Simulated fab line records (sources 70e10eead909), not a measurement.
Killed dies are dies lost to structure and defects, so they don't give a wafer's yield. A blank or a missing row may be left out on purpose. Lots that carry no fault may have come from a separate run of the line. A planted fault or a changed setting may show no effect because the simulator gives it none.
Which of the tools did it?    flow nand_harc    Sampling: 11 lots, 33 wafers, 4 of 1302 route steps

== WHAT THE GAUGES READ, wafer by wafer ==
NHARC_A_SGD_CUT_CD_MEAS_09: the cd target is 100 nm.
lot   measured      on         cd_nm (nm)
L649  day 19 09:57  cd_sem-03  100.5 100.9 100.8
L648  day 19 10:19  cd_sem-01  99.3 99.6 99.0
L650  day 20 01:41  cd_sem-03  100.4 101.0 99.6
L651  day 20 17:11  cd_sem-03  100.7 99.1 100.9
L652  day 20 16:19  cd_sem-01  100.2 100.0 100.0
L657  day 22 05:04  cd_sem-01  100.1 99.9 100.8
L661  day 24 05:47  cd_sem-01  99.1 99.7 99.8
L664  day 26 10:17  cd_sem-01  99.1 99.1 99.8
L667  day 27 00:50  cd_sem-02  119.6 119.6 120.7
L669  day 27 17:46  cd_sem-01  117.0 117.9 116.6
L668  day 27 17:54  cd_sem-01  100.2 101.6 100.1

== WHAT TOOL EACH LOT RAN ON (gives the tool, then ch and the chambers of the sampled wafers, and finally the start) ==
lot   NHARC_A_STAIRCASE_DEP_417        NHARC_A_STAIRCASE_DESCUM_443        NHARC_A_SGD_CUT_EXPOSE_06
L649  pecvd-04 ch 0,2, day 17 11:30    rie_diel-02 ch 1,2,3, day 19 02:07  arfi_scanner-03 ch 0, day 19 09:49
L648  pecvd-03 ch 1,2, day 17 13:33    rie_diel-03 ch 0,2,3, day 19 02:21  arfi_scanner-02 ch 0, day 19 10:10
L650  pecvd-01 ch 1,2, day 18 04:28    rie_diel-02 ch 1,3, day 19 16:49    arfi_scanner-02 ch 0, day 20 01:32
L651  pecvd-04 ch 0,1,2, day 18 17:43  rie_diel-02 ch 0,1, day 20 08:05    arfi_scanner-03 ch 0, day 20 17:02
L652  pecvd-03 ch 0,2, day 18 19:27    rie_diel-03 ch 0,2,3, day 20 08:20  arfi_scanner-01 ch 0, day 20 16:11
L657  pecvd-04 ch 0,1,2, day 20 15:44  rie_diel-13 ch 1,2,3, day 21 21:11  arfi_scanner-03 ch 0, day 22 04:56
L661  pecvd-03 ch 0,1,2, day 22 09:41  rie_diel-03 ch 0,2, day 23 21:32    arfi_scanner-02 ch 0, day 24 05:39
L664  pecvd-04 ch 0,1,2, day 24 11:26  rie_diel-13 ch 0,1,2, day 26 02:17  arfi_scanner-03 ch 0, day 26 10:09
L667  pecvd-04 ch 1,2, day 24 23:38    rie_diel-02 ch 2,3, day 26 16:56    arfi_scanner-02 ch 0, day 27 00:41
L669  pecvd-04 ch 0,1, day 25 16:32    rie_diel-02 ch 1,2, day 27 09:46    arfi_scanner-02 ch 0, day 27 17:37
L668  pecvd-04 ch 1,2, day 25 19:39    rie_diel-03 ch 0,1,3, day 27 09:56  arfi_scanner-03 ch 0, day 27 17:46
- NHARC_A_STAIRCASE_DEP_417: deposits Si3N4, target thk 60 nm.
- NHARC_A_STAIRCASE_DESCUM_443: chemistry O2, time 3 s.
- NHARC_A_SGD_CUT_EXPOSE_06: exposes mask SGD.

== THE ANSWER, worked out from the rows above alone ==
Rule: the usual values come from the lots themselves. Put in order of their means at a reading, lots are off if they are a third of the lots or fewer, leave a main group of 4 or more, and stand apart from it by a gap of 3 or more times the standard deviation of the main group's means; of several such gaps the widest counts. A main group whose means are all the same, to the digits that the tables above print for the reading, isn't used. A lot without any number at a reading at which 4 lots or more have one is off too. Where the step has rows for the other lots, those lots are counted as sound.
Off: L667, L669, at NHARC_A_SGD_CUT_CD_MEAS_09 (cd_nm). The main group has a mean of 100.0 nm with a standard deviation of 0.51.
If a tool, at a process step before that reading, ran all the lots that are off and no sound lot after the first of them, it fits. Those tools and the gauges at NHARC_A_SGD_CUT_CD_MEAS_09 are tried in the same way. This does not decide it: 2 tools fit, namely rie_diel-02 at NHARC_A_STAIRCASE_DESCUM_443 and arfi_scanner-02 at NHARC_A_SGD_CUT_EXPOSE_06.

== WHAT THE SIMULATOR PUT IN ==
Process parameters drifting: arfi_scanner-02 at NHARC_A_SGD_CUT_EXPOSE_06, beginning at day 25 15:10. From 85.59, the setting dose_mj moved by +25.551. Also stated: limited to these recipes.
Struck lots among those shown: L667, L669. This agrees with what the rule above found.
